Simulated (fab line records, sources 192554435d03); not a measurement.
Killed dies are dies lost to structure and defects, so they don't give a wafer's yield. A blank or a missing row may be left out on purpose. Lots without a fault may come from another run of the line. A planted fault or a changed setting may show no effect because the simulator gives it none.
Split-lot experiment | flow n5_finfet | 7 lots, 39 wafers read, on a route of 1938 steps

THE SPLIT
At N5_BEOL_M8_CVD_78 (deposits Co from CCTBA/H2, target thk 2 nm, time 142.3 s), the setting target_thk_a was moved away from the recipe's 20 angstrom on 9 of the 39 wafers read, by -59.8% to +54.9%. The other wafers ran this setting at the recipe's value.

The reading is taken at the split's own step.

THE READING
Co_of_BEOL_M8_CVD_78.thk_nm (the simulator's own value, which no gauge read), in nm, at N5_BEOL_M8_CVD_78 (deposits Co from CCTBA/H2, target thk 2 nm, time 142.3 s). The file gives no usual value for it. The 30 wafers here that ran the recipe average 1.9 nm, standard deviation 0.14 nm.

wafer  | tool, chamber at the split | target_thk_a as run, angstrom | against the recipe | Co_of_BEOL_M8_CVD_78.thk_nm, nm | against lot-mates on the recipe
L084.1 | cvd_co-02, 1               | 20                            | recipe             | 1.8                             | -
L084.2 | cvd_co-02, 2,0             | 20                            | recipe             | 2                               | -
L084.6 | cvd_co-02, 2,0             | 20                            | recipe             | 2                               | -
L085.1 | cvd_co-01, 0,1,1           | 20                            | recipe             | 2.2                             | -
L085.3 | cvd_co-01, 0,1,1           | 20                            | recipe             | 2.2                             | -
L085.5 | cvd_co-01, 0,1,1           | 20                            | recipe             | 2.2                             | -
L085.2 | cvd_co-01, 1,0,0           | 20                            | recipe             | 2                               | -
L085.4 | cvd_co-01, 1,0,0           | 20                            | recipe             | 2                               | -
L085.6 | cvd_co-01, 1,0,0           | 20                            | recipe             | 2                               | -
L086.1 | cvd_co-01, 0,1             | 8.041                         | -59.8%             | 0.8                             | -1.1
L086.4 | cvd_co-01, 0,1             | 8.041                         | -59.8%             | 0.8                             | -1.1
L086.2 | cvd_co-01, 1               | 20                            | recipe             | 1.8                             | -
L086.3 | cvd_co-01, 0               | 8.041                         | -59.8%             | 1                               | -0.9
L086.5 | cvd_co-01, 1,0             | 20                            | recipe             | 2                               | -
L086.6 | cvd_co-01, 1,0             | 20                            | recipe             | 2                               | -
L089.1 | cvd_co-01, 1               | 30.99                         | +54.9%             | 3                               | +1.0
L089.2 | cvd_co-01, 0,0,1           | 20                            | recipe             | 2                               | -
L089.4 | cvd_co-01, 0,0,1           | 20                            | recipe             | 2                               | -
L089.6 | cvd_co-01, 0,0,1           | 20                            | recipe             | 2                               | -
L089.3 | cvd_co-01, 1,0             | 30.99                         | +54.9%             | 3.2                             | +1.2
L089.5 | cvd_co-01, 1,0             | 30.99                         | +54.9%             | 3.2                             | +1.2
L090.1 | cvd_co-02, 2,0             | 20                            | recipe             | 2                               | -
L090.6 | cvd_co-02, 2,0             | 20                            | recipe             | 2                               | -
L090.2 | cvd_co-02, 1               | 28.73                         | +43.7%             | 2.8                             | +0.9
L090.3 | cvd_co-02, 0,2             | 28.73                         | +43.7%             | 3                               | +1.1
L090.4 | cvd_co-02, 0,2             | 28.73                         | +43.7%             | 3                               | +1.1
L090.5 | cvd_co-02, 1               | 20                            | recipe             | 1.8                             | -
L092.1 | cvd_co-02, 2,1,2,1         | 20                            | recipe             | 1.8                             | -
L092.2 | cvd_co-02, 2,1,2,1         | 20                            | recipe             | 1.8                             | -
L092.4 | cvd_co-02, 2,1,2,1         | 20                            | recipe             | 1.8                             | -
L092.5 | cvd_co-02, 2,1,2,1         | 20                            | recipe             | 1.8                             | -
L092.3 | cvd_co-02, 0               | 20                            | recipe             | 2                               | -
L092.6 | cvd_co-02, 0               | 20                            | recipe             | 2                               | -
L094.1 | cvd_co-02, 0,2,1,0         | 20                            | recipe             | 1.8                             | -
L094.2 | cvd_co-02, 0,2,1,0         | 20                            | recipe             | 1.8                             | -
L094.3 | cvd_co-02, 0,2,1,0         | 20                            | recipe             | 1.8                             | -
L094.5 | cvd_co-02, 0,2,1,0         | 20                            | recipe             | 1.8                             | -
L094.4 | cvd_co-02, 2               | 20                            | recipe             | 2                               | -
L094.6 | cvd_co-02, 1               | 20                            | recipe             | 1.6                             | -
Where a row lists several chambers, the file gives one row for several wafers and doesn't say which wafer went through which chamber.

THE FIT
A straight line over all 39 wafers: Co_of_BEOL_M8_CVD_78.thk_nm changes by +0.0203 nm for each +1% of target_thk_a; r = +0.96; the points scatter about the line by 0.14 nm.
The same after taking each lot's own level away (the mean of its wafers on the recipe; 39 wafers): +0.0199 nm for each +1%; r = +0.98; scatter 0.11 nm.
On that fit, the largest move of target_thk_a shifts the reading by 1.2 nm.
The lots' own levels span 1.80 to 2.10 nm, that is 2.1 times the standard deviation above.
So the lot-to-lot level changes the slope little: the two slopes agree.
Check: with one of the wafers moved furthest among these (-59.8%) left out of the fit, the line predicts -1.17 nm for it against its lot-mates. It came out at -1.13 nm against them.

THE FILE'S OWN FIT
Co_of_BEOL_M8_CVD_78.thk_nm changes by +0.02 nm for each +1% of target_thk_a, r = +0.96.
